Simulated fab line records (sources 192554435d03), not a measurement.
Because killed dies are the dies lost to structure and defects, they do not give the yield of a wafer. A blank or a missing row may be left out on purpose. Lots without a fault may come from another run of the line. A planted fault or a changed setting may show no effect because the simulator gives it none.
Which tool did it?	flow n5 finfet	22 lots with 66 wafers sampled at 6 steps, on a route of 1938 steps

## WHAT THE GAUGES SHOWED, per wafer
N5_FIN_SAQP_CD_MEAS_27 targets a cd of 20 nm.
lot	measured	on	cd nm (nm)
L074	day 2 02:07	cd sem-03	20.14 20.21 20.42
L076	day 2 13:25	cd sem-02	19.99 20.31 20.55
L077	day 2 20:58	cd sem-02	20.75 20.12 20.33
L078	day 3 00:28	cd sem-03	20.36 20.36 20.25
L079	day 3 07:16	cd sem-03	20.28 20.03 20.31
L080	day 3 13:49	cd sem-03	20.31 19.93 20.39
L081	day 3 18:48	cd sem-03	20.17 20.45 19.96
L082	day 4 00:16	cd sem-02	20.05 20.23 19.91
L083	day 4 07:07	cd sem-01	20.35 20.35 20.30
L084	day 4 11:57	cd sem-02	20.44 20.73 20.87
L085	day 4 18:55	cd sem-02	20.44 20.46 20.07
L086	day 5 02:04	cd sem-03	20.30 20.38 20.15
L087	day 5 06:14	cd sem-03	20.47 20.08 20.26
L088	day 5 13:29	cd sem-01	20.16 20.45 20.21
L089	day 5 19:17	cd sem-02	20.29 20.56 20.11
L090	day 6 00:01	cd sem-03	20.46 20.61 20.69
L091	day 6 06:39	cd sem-01	20.58 20.32 20.32
L092	day 6 12:11	cd sem-01	20.09 20.30 20.21
L093	day 6 18:13	cd sem-01	20.30 20.10 20.60
L094	day 7 00:05	cd sem-03	20.14 20.09 20.07
L095	day 7 06:38	cd sem-01	20.44 20.51 19.95
L096	day 7 12:40	cd sem-02	20.25 20.46 20.27

N5_FIN_SAQP_CD_MEAS_37 targets a cd of 8 nm.
lot	measured	on	cd nm (nm)
L074	day 2 04:16	cd sem-02	8.2 8.4 7.9
L076	day 2 15:34	cd sem-03	8.2 8.1 8.4
L077	day 2 23:23	cd sem-02	8.5 8.4 7.6
L078	day 3 02:46	cd sem-02	7.7 8.3 7.9
L079	day 3 09:16	cd sem-02	7.5 8.5 7.7
L080	day 3 16:08	cd sem-01	8.2 8.0 7.3
L081	day 3 20:52	cd sem-02	8.3 7.9 8.2
L082	day 4 02:16	cd sem-01	7.9 8.1 8.3
L083	day 4 09:11	cd sem-01	7.7 8.0 8.2
L084	day 4 13:56	cd sem-01	8.5 8.2 8.1
L085	day 4 21:37	cd sem-03	8.3 8.0 8.2
L086	day 5 04:20	cd sem-03	7.8 7.9 8.7
L087	day 5 08:17	cd sem-01	8.1 7.9 7.8
L088	day 5 16:19	cd sem-03	8.1 8.0 8.9
L089	day 5 21:38	cd sem-01	8.2 8.3 8.1
L090	day 6 02:01	cd sem-03	8.1 7.9 7.9
L091	day 6 08:55	cd sem-02	8.2 7.8 8.1
L092	day 6 14:58	cd sem-02	7.5 8.2 8.7
L093	day 6 20:28	cd sem-02	8.3 8.1 8.2
L094	day 7 02:40	cd sem-03	8.1 7.9 8.4
L095	day 7 08:38	cd sem-03	7.8 8.8 8.4
L096	day 7 15:09	cd sem-02	8.8 8.3 7.6

## TOOL THAT RAN EACH LOT (tool first, then ch and the chambers of the sampled wafers, then the start)
lot	N5_WELL_APT_EPI_41	N5_FIN_SAQP_ETCH_51	N5_FIN_SAQP_ETCH_52	N5_FIN_SAQP_HM_OPEN_73
L074	epi rpcvd-02 ch 0, day 1 16:45	rie diel-01 ch 0,1,2, day 2 00:02	rie diel-01 ch 0,1,2, day 2 00:05	rie diel-01 ch 0,1,2, day 2 00:12
L076	epi rpcvd-04 ch 0, day 2 05:17	rie diel-01 ch 0,1,2, day 2 11:26	rie diel-01 ch 0,1,2, day 2 11:30	rie diel-01 ch 0,1,2, day 2 11:37
L077	epi rpcvd-02 ch 0, day 2 11:36	rie diel-01 ch 0,1,3, day 2 18:19	rie diel-01 ch 0,1,3, day 2 18:22	rie diel-01 ch 0,1,3, day 2 18:29
L078	epi rpcvd-04 ch 0, day 2 16:42	rie diel-01 ch 1,3, day 2 22:28	rie diel-01 ch 1,3, day 2 22:32	rie diel-01 ch 1,3, day 2 22:38
L079	epi rpcvd-02 ch 0, day 2 22:41	rie diel-03 ch 0,2,3, day 3 04:41	rie diel-03 ch 0,2,3, day 3 04:44	rie diel-03 ch 0,2,3, day 3 04:51
L080	epi rpcvd-03 ch 0, day 3 05:12	rie diel-01 ch 0,1,2, day 3 11:39	rie diel-01 ch 0,1,2, day 3 11:42	rie diel-01 ch 0,1,2, day 3 11:49
L081	epi rpcvd-02 ch 0, day 3 10:17	rie diel-04 ch 1,3, day 3 16:26	rie diel-04 ch 1,3, day 3 16:29	rie diel-04 ch 1,3, day 3 16:35
L082	epi rpcvd-03 ch 0, day 3 16:26	rie diel-03 ch 0,2, day 3 22:18	rie diel-03 ch 0,2, day 3 22:22	rie diel-03 ch 0,2, day 3 22:28
L083	epi rpcvd-02 ch 0, day 3 22:05	rie diel-03 ch 0,1, day 4 04:50	rie diel-03 ch 0,1, day 4 04:53	rie diel-03 ch 0,1, day 4 05:00
L084	epi rpcvd-03 ch 0, day 4 04:17	rie diel-03 ch 0,1,2, day 4 09:32	rie diel-03 ch 0,1,2, day 4 09:35	rie diel-03 ch 0,1,2, day 4 09:42
L085	epi rpcvd-02 ch 0, day 4 10:01	rie diel-03 ch 1,2,3, day 4 16:41	rie diel-03 ch 1,2,3, day 4 16:44	rie diel-03 ch 1,2,3, day 4 16:50
L086	epi rpcvd-04 ch 0, day 4 16:05	rie diel-04 ch 0,1,2, day 4 23:03	rie diel-04 ch 0,1,2, day 4 23:07	rie diel-04 ch 0,1,2, day 4 23:13
L087	epi rpcvd-03 ch 0, day 4 22:22	rie diel-04 ch 1,2,3, day 5 04:16	rie diel-04 ch 1,2,3, day 5 04:20	rie diel-04 ch 1,2,3, day 5 04:26
L088	epi rpcvd-02 ch 0, day 5 03:53	rie diel-01 ch 0,1,3, day 5 11:24	rie diel-01 ch 0,1,3, day 5 11:28	rie diel-01 ch 0,1,3, day 5 11:34
L089	epi rpcvd-03 ch 0, day 5 11:05	rie diel-04 ch 0,2,3, day 5 16:59	rie diel-04 ch 0,2,3, day 5 17:02	rie diel-04 ch 0,2,3, day 5 17:08
L090	epi rpcvd-03 ch 0, day 5 16:31	rie diel-04 ch 0,1,2, day 5 22:01	rie diel-04 ch 0,1,2, day 5 22:04	rie diel-04 ch 0,1,2, day 5 22:10
L091	epi rpcvd-02 ch 0, day 5 22:29	rie diel-01 ch 0,3, day 6 04:13	rie diel-01 ch 0,3, day 6 04:17	rie diel-01 ch 0,3, day 6 04:23
L092	epi rpcvd-04 ch 0, day 6 03:52	rie diel-03 ch 0,1,3, day 6 09:46	rie diel-03 ch 0,1,3, day 6 09:50	rie diel-03 ch 0,1,3, day 6 09:56
L093	epi rpcvd-02 ch 0, day 6 10:35	rie diel-04 ch 1,2, day 6 15:58	rie diel-04 ch 1,2, day 6 16:02	rie diel-04 ch 1,2, day 6 16:08
L094	epi rpcvd-03 ch 0, day 6 16:01	rie diel-03 ch 0,1,3, day 6 21:55	rie diel-03 ch 0,1,3, day 6 21:58	rie diel-03 ch 0,1,3, day 6 22:05
L095	epi rpcvd-02 ch 0, day 6 22:50	rie diel-04 ch 1,3, day 7 04:40	rie diel-04 ch 1,3, day 7 04:44	rie diel-04 ch 1,3, day 7 04:50
L096	epi rpcvd-03 ch 0, day 7 04:03	rie diel-03 ch 1,2, day 7 10:11	rie diel-03 ch 1,2, day 7 10:14	rie diel-03 ch 1,2, day 7 10:21
- N5_WELL_APT_EPI_41: deposits Si from SiH4/H2, target thk 50 nm, time 297.7 s.
- N5_FIN_SAQP_ETCH_51: etches SiARC in CF4, target depth 45.5 nm, time 75.8 s.
- N5_FIN_SAQP_ETCH_52: etches SOC in N2/H2, target depth 100 nm, overetch 20 nm, time 150 s.
- N5_FIN_SAQP_HM_OPEN_73: chemistry CHF3/O2, target SiO2, stops on a-Si, target depth 12 nm, time 16.8 s.

## WHAT THE TOOLS THEMSELVES READ (means of the sampled wafers that have a number; where no wafer has one, the mark that the record gives instead)
N5_WELL_APT_EPI_41.
lot	tool	susceptor_temp_C_max	throttle valve pct (%)
L074	epi rpcvd-02	651.0	10.6
L076	epi rpcvd-04	651.7	11.1
L077	epi rpcvd-02	651.1	10.6
L078	epi rpcvd-04	651.7	11.1
L079	epi rpcvd-02	650.8	10.8
L080	epi rpcvd-03	651.3	11.5
L081	epi rpcvd-02	650.7	10.6
L082	epi rpcvd-03	650.9	11.7
L083	epi rpcvd-02	650.8	10.7
L084	epi rpcvd-03	650.7	11.5
L085	epi rpcvd-02	651.3	10.6
L086	epi rpcvd-04	651.7	11.2
L087	epi rpcvd-03	650.9	11.4
L088	epi rpcvd-02	650.8	10.8
L089	epi rpcvd-03	651.1	11.7
L090	epi rpcvd-03	650.4	11.7
L091	epi rpcvd-02	651.4	10.8
L092	epi rpcvd-04	651.4	11.2
L093	epi rpcvd-02	651.1	10.7
L094	epi rpcvd-03	650.7	11.4
L095	epi rpcvd-02	650.9	10.7
L096	epi rpcvd-03	651.1	11.6

N5_FIN_SAQP_ETCH_51.
lot	tool	chamber pressure mTorr (mTorr)	drypump motor current A (A)	etch rf on time s (s)	mfc ar sccm (sccm)	oes product au (a.u.)	rf vpp V (V)	showerhead plenum p Torr (Torr)	throttle valve pct (%)
L074	rie diel-01	39.99	5.8	76.3	100.1	0.69	183.4	2.10	15.60
L076	rie diel-01	39.97	5.8	75.6	99.8	0.68	182.9	2.10	15.60
L077	rie diel-01	40.03	6.0	75.4	99.9	0.70	184.8	2.16	15.43
L078	rie diel-01	40.03	5.7	75.3	100.1	0.66	185.4	2.17	15.54
L079	rie diel-03	40.00	6.0	76.8	100.0	0.65	184.7	2.18	15.79
L080	rie diel-01	40.02	5.8	76.3	99.9	0.66	183.8	2.10	15.62
L081	rie diel-04	39.98	5.4	73.7	100.0	0.62	183.6	2.07	15.73
L082	rie diel-03	40.01	6.1	74.5	99.9	0.69	184.7	2.12	15.61
L083	rie diel-03	40.00	5.9	75.7	99.9	0.70	185.3	2.25	15.66
L084	rie diel-03	39.97	5.8	74.3	99.8	0.72	184.3	2.20	15.57
L085	rie diel-03	39.99	5.6	73.3	100.1	0.71	184.1	2.20	15.67
L086	rie diel-04	40.03	5.5	73.9	99.9	0.80	185.2	2.22	15.42
L087	rie diel-04	40.02	5.3	74.1	99.9	0.73	184.5	2.14	15.46
L088	rie diel-01	40.00	6.0	75.2	100.2	0.67	184.3	2.15	15.49
L089	rie diel-04	39.99	5.2	73.7	100.1	0.72	185.4	2.21	15.57
L090	rie diel-04	40.00	5.5	74.8	99.8	0.77	184.7	2.22	15.44
L091	rie diel-01	39.98	6.2	74.4	100.0	0.71	185.5	2.20	15.44
L092	rie diel-03	40.01	5.7	75.2	100.0	0.67	185.3	2.25	15.80
L093	rie diel-04	40.01	5.3	73.0	99.9	0.76	184.7	2.21	15.37
L094	rie diel-03	40.00	5.7	75.4	100.2	0.66	184.9	2.25	15.81
L095	rie diel-04	39.99	5.6	74.4	100.0	0.72	182.8	2.08	15.49
L096	rie diel-03	39.98	5.5	72.0	99.6	0.74	185.1	2.21	15.46

N5_FIN_SAQP_ETCH_52.
lot	tool	chamber pressure mTorr (mTorr)	drypump motor current A (A)	oes product au (a.u.)	rf vpp V (V)	showerhead plenum p Torr (Torr)	throttle valve pct (%)
L074	rie diel-01	30.008	5.7	0.72	521	2.50	17.9
L076	rie diel-01	29.997	5.8	0.71	523	2.50	17.9
L077	rie diel-01	30.014	6.0	0.72	525	2.59	17.8
L078	rie diel-01	29.995	5.7	0.68	525	2.62	18.0
L079	rie diel-03	29.990	6.0	0.69	525	2.58	18.0
L080	rie diel-01	29.982	5.8	0.70	522	2.49	17.9
L081	rie diel-04	30.003	5.3	0.65	521	2.47	18.0
L082	rie diel-03	30.024	6.1	0.71	523	2.52	17.8
L083	rie diel-03	30.005	5.9	0.73	527	2.68	17.9
L084	rie diel-03	30.013	5.8	0.74	526	2.60	17.7
L085	rie diel-03	30.013	5.6	0.73	525	2.59	17.7
L086	rie diel-04	30.016	5.5	0.82	526	2.63	17.6
L087	rie diel-04	30.017	5.3	0.76	525	2.54	17.7
L088	rie diel-01	29.997	6.0	0.70	524	2.58	17.9
L089	rie diel-04	29.988	5.2	0.73	526	2.61	17.8
L090	rie diel-04	29.979	5.5	0.80	526	2.63	17.7
L091	rie diel-01	29.982	6.2	0.73	526	2.63	17.8
L092	rie diel-03	30.019	5.7	0.70	528	2.65	17.9
L093	rie diel-04	29.998	5.4	0.77	526	2.61	17.6
L094	rie diel-03	29.981	5.7	0.69	527	2.65	17.9
L095	rie diel-04	30.018	5.5	0.76	522	2.47	17.8
L096	rie diel-03	29.999	5.5	0.76	526	2.60	17.4

N5_FIN_SAQP_HM_OPEN_73.
lot	tool	chamber pressure mTorr (mTorr)	drypump motor current A (A)	mfc ar sccm (sccm)	oes product au (a.u.)	rf vpp V (V)	showerhead plenum p Torr (Torr)	throttle valve pct (%)
L074	rie diel-01	29.973	5.8	200.5	0.48	519	2.37	18.81
L076	rie diel-01	30.004	5.8	200.1	0.47	520	2.36	18.82
L077	rie diel-01	30.009	6.0	200.0	0.49	535	2.44	18.68
L078	rie diel-01	30.013	5.7	200.3	0.46	545	2.44	18.75
L079	rie diel-03	29.997	6.0	200.1	0.46	535	2.45	18.97
L080	rie diel-01	29.989	5.7	199.8	0.47	520	2.36	18.83
L081	rie diel-04	30.002	5.3	199.4	0.43	511	2.34	18.96
L082	rie diel-03	29.998	6.1	200.0	0.47	527	2.39	18.82
L083	rie diel-03	29.979	5.9	199.8	0.49	532	2.53	18.86
L084	rie diel-03	30.029	5.8	200.0	0.50	531	2.47	18.75
L085	rie diel-03	29.991	5.6	200.0	0.49	539	2.47	18.81
L086	rie diel-04	30.002	5.5	199.9	0.55	522	2.51	18.71
L087	rie diel-04	30.006	5.3	200.5	0.51	519	2.42	18.75
L088	rie diel-01	29.995	6.0	200.6	0.48	534	2.43	18.73
L089	rie diel-04	29.996	5.2	200.4	0.49	525	2.48	18.79
L090	rie diel-04	30.002	5.5	200.0	0.54	522	2.50	18.72
L091	rie diel-01	30.002	6.2	199.9	0.49	538	2.49	18.72
L092	rie diel-03	30.000	5.7	199.7	0.47	540	2.52	18.96
L093	rie diel-04	29.993	5.3	200.2	0.52	527	2.50	18.66
L094	rie diel-03	30.035	5.6	199.4	0.46	540	2.52	18.96
L095	rie diel-04	29.989	5.6	199.7	0.51	507	2.35	18.81
L096	rie diel-03	29.997	5.5	199.8	0.50	537	2.48	18.62

## THE ANSWER, worked out from the rows above alone
Rule: the usual values come from the lots themselves. The widest of any qualifying gaps counts: lots, ordered by their means at a reading, are off when they make up no more than a third of the lots, leave a main group of 4 or more, and stand apart from it by 3 or more times the standard deviation of that group's means. The tables above print the reading to a certain number of digits; a main group whose means all agree to those digits is not used. A lot without any number at a reading at which 4 lots or more have one is off too. The other lots that the step has rows for count as sound. After the gauges, taken in route order, come the tools' own readings; for these a lot's mean is taken, as printed above. The first step at which some lot is off is used, and at that step the reading that is off furthest; a lot without a number counts as furthest.
Nothing can be told from this: no lot is off at any reading shown.

## WHAT WAS PUT IN BY THE SIMULATOR
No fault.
